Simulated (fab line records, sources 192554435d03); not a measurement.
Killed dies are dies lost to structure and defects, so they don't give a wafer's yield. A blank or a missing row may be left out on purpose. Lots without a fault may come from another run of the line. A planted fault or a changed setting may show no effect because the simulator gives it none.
Chamber matching | flow n5_finfet | N5_BEOL_M1_PECVD_72 on pecvd-03: 3 sister chambers
The step deposits SiO2 from TEOS/O2, target thk 16 nm, time 18 s. 6 wafers are shown with their chamber, then 7 later ones without.

WAFERS WITH THEIR CHAMBER
wafer  | chamber | heater_power_w (W) | throttle_valve_pct (%)
L075.2 | 2       | 606                | 22.8
L075.5 | 2       | 614                | 22.6
L093.5 | 1       | 783                | 21.7
L093.6 | 0       | 577                | 21.9
L095.2 | 0       | 606                | 22.0
L095.3 | 1       | 769                | 21.6

WAFERS WITHOUT THEIR CHAMBER
wafer  | heater_power_w (W) | throttle_valve_pct (%)
L095.4 | 602                | 21.9
L092.4 | 683                | 20.7
L092.5 | 616                | 21.9
L092.6 | 644                | 21.6
L096.1 | 582                | 20.5
L096.3 | 787                | 21.6
L096.5 | 802                | 22.0

WHICH CHAMBER EACH WENT THROUGH
wafer  | from the rows above | in truth
L095.4 | 0                   | 0
L092.4 | 1                   | 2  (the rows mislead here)
L092.5 | 0                   | 0
L092.6 | 0                   | 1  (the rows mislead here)
L096.1 | 0                   | 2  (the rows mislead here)
L096.3 | 1                   | 1
L096.5 | 1                   | 1
Placed correctly: 4 of 7. Can't be placed from these rows: 0. Placed wrongly: 3.
How it was worked out, from the rows above alone: a wafer's distance from a chamber is the root of the sum, over the readings, of the square of ((its reading less the chamber's mean) divided by the reading's scatter). The wafer belongs to the nearest chamber; if the next one is less than 2 further off, it can't be placed. A chamber's mean is the mean of its shown wafers. The scatter: the root of (the sum of the squares of (reading less its chamber's mean) over the shown wafers, divided by (wafers less chambers)).
